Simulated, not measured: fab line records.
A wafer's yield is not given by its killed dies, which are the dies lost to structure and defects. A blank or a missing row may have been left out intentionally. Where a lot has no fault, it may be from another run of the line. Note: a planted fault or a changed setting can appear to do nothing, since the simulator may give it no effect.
Split-lot trial    flow n5_finfet    21 wafers read across 7 lots, on a route 1938 steps long

## THE SPLIT
At N5_BEOL_M6_EXPOSE_25 (exposes mask V5, target cd 40 nm), the setting dose_mj was moved away from the recipe's 45 on 6 of the 21 wafers read, by -5.5% to +2.1%. For the rest of the wafers, this setting stayed at what the recipe calls for.

## FROM THE SPLIT TO THE READING: what the file shows between them, 2 steps
- N5_BEOL_M6_PEB_26: peb time 60 s
- N5_BEOL_M6_DEVELOP_27: develop time 30 s

## THE READING
Shown in nm: cd_nm at N5_BEOL_M6_CD_MEAS_28, with target cd 40 nm. On this fab line, fault-free wafers typically give 40.02 nm with a standard deviation of 0.23 nm.

wafer   tool, chamber at the split  dose_mj as run  against the recipe  cd_nm, nm  against lot-mates on the recipe
L074.2  euv_scanner-01, 0           43.82           -2.6%               39.31      -0.59
L074.4  euv_scanner-01, 0           43.82           -2.6%               39.52      -0.38
L074.6  euv_scanner-01, 0           45              recipe              39.90      -
L084.3  euv_scanner-01, 0           45              recipe              40.05      -
L084.4  euv_scanner-01, 0           43.21           -4.0%               39.09      -0.83
L084.5  euv_scanner-01, 0           45              recipe              39.79      -
L085.1  euv_scanner-01, 0           45              recipe              40.26      -
L085.3  euv_scanner-01, 0           45              recipe              40.09      -
L085.4  euv_scanner-01, 0           42.54           -5.5%               38.77      -1.40
L086.2  euv_scanner-02, 0           45              recipe              40.07      -
L086.5  euv_scanner-02, 0           45              recipe              40.04      -
L086.6  euv_scanner-02, 0           45              recipe              40.11      -
L089.2  euv_scanner-02, 0           45.95           +2.1%               40.55      +0.84
L089.5  euv_scanner-02, 0           45.95           +2.1%               39.68      -0.03
L089.6  euv_scanner-02, 0           45              recipe              39.71      -
L090.1  euv_scanner-01, 0           45              recipe              39.96      -
L090.2  euv_scanner-01, 0           45              recipe              39.95      -
L090.6  euv_scanner-01, 0           45              recipe              40.29      -
L093.1  euv_scanner-02, 0           45              recipe              40.30      -
L093.2  euv_scanner-02, 0           45              recipe              40.35      -
L093.5  euv_scanner-02, 0           45              recipe              40.29      -

THE FIT
A straight line over all 21 wafers: cd_nm changes by +0.205 nm for each +1% of dose_mj; r = +0.82; the points scatter about the line by 0.26 nm.
The same after taking each lot's own level away (the mean of its wafers on the recipe; 21 wafers): +0.222 nm for each +1%; r = +0.92; scatter 0.18 nm.
Per that fit: largest dose_mj move, reading shift of 1.2 nm.
The lots' own levels span 39.710 to 40.313 nm, that is 2.6 times the standard deviation above.
So the lot-to-lot level changes the slope little: the two slopes agree.
Check: with one of the wafers moved furthest among these (-5.5%) left out of the fit, the line predicts -1.07 nm for it against its lot-mates. Against them it came out at -1.4 nm.

## OTHER SPLITS ON THESE WAFERS
Other splits were also applied to these wafers ahead of the reading. Each is held against what the fit with the lots' levels taken away leaves over:
other split on the same wafers  wafers away from the commonest value  r with cd_nm (lot level and that fit taken away)
N5_BEOL_M4_DESCUM_16 time_s     3                                     -0.17
N5_BEOL_M4_ETCH_64 bias_w       4                                     +0.09
N5_BEOL_M5_COAT_65 spin_rpm     5                                     +0.19
N5_BEOL_M5_COAT_74 spin_rpm     5                                     +0.28

## THE WHOLE CHAIN: every reading that the file lists as answering this split, in the file's order
step                   what it does                                                 reading                                                         change (the file's fit)                r (the file's)
N5_BEOL_M6_CD_MEAS_28  target cd 40 nm                                              cd_nm                                                           +0.23 nm for each +1% of the setting   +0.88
N5_BEOL_M6_DESCUM_33   chemistry O2, time 7 s                                       BEOL_M6.cd_nm (the simulator's own value, which no gauge read)  +0.24 nm for each +1% of the setting   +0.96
N5_BEOL_M6_ETCH_72     etches underlayer in N2/H2, target depth 6.5 nm, time 5.2 s  BEOL_M6.cd_nm (the simulator's own value, which no gauge read)  +0.267 nm for each +1% of the setting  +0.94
N5_BEOL_M6_ETCH_65     etches SiARC in CF4, target depth 15.6 nm, time 26 s         BEOL_M6.cd_nm (the simulator's own value, which no gauge read)  +0.254 nm for each +1% of the setting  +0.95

## FILE'S OWN FIT
cd_nm changes by +0.23 nm for each +1% of dose_mj, r = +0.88.
